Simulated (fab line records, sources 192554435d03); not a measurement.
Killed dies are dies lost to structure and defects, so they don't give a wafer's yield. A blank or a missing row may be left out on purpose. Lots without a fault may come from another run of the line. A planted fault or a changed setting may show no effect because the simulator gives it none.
Chamber matching | flow n5_finfet | N5_BEOL_M0_STRIP_140 on rie_diel-04: 4 sister chambers
The step strips in CF4. 8 wafers are shown with their chamber, then 8 later ones without.

WAFERS WITH THEIR CHAMBER
wafer  | chamber | showerhead_plenum_p_Torr (Torr) | drypump_motor_current_A (A)
L079.2 | 2       | 1.70                            | 5.45
L085.2 | 0       | 1.78                            | 5.44
L085.3 | 3       | 1.90                            | 6.02
L087.1 | 3       | 1.90                            | 6.03
L088.2 | 1       | 1.82                            | 6.05
L088.5 | 2       | 1.69                            | 5.47
L088.6 | 1       | 1.82                            | 6.06
L091.3 | 0       | 1.78                            | 5.41

WAFERS WITHOUT THEIR CHAMBER
wafer  | showerhead_plenum_p_Torr (Torr) | drypump_motor_current_A (A)
L091.4 | 1.89                            | 6.04
L091.6 | 1.69                            | 5.44
L095.1 | 1.69                            | 5.41
L095.4 | 1.81                            | 6.01
L095.5 | 1.69                            | 5.42
L097.1 | 1.89                            | 6.01
L097.5 | 1.81                            | 6.06
L097.6 | 1.78                            | 5.43

WHICH CHAMBER EACH WENT THROUGH
wafer  | from the rows above | in truth
L091.4 | 3                   | 3
L091.6 | 2                   | 2
L095.1 | 2                   | 2
L095.4 | 1                   | 1
L095.5 | 2                   | 2
L097.1 | 3                   | 3
L097.5 | 1                   | 1
L097.6 | 0                   | 0
Placed correctly: 8 of 8. Can't be placed from these rows: 0. Placed wrongly: 0.
How it was worked out, from the rows above alone: a wafer's distance from a chamber is the root of the sum, over the readings, of the square of ((its reading less the chamber's mean) divided by the reading's scatter). The wafer belongs to the nearest chamber; if the next one is less than 2 further off, it can't be placed. A chamber's mean is the mean of its shown wafers. The scatter: the root of (the sum of the squares of (reading less its chamber's mean) over the shown wafers, divided by (wafers less chambers)).
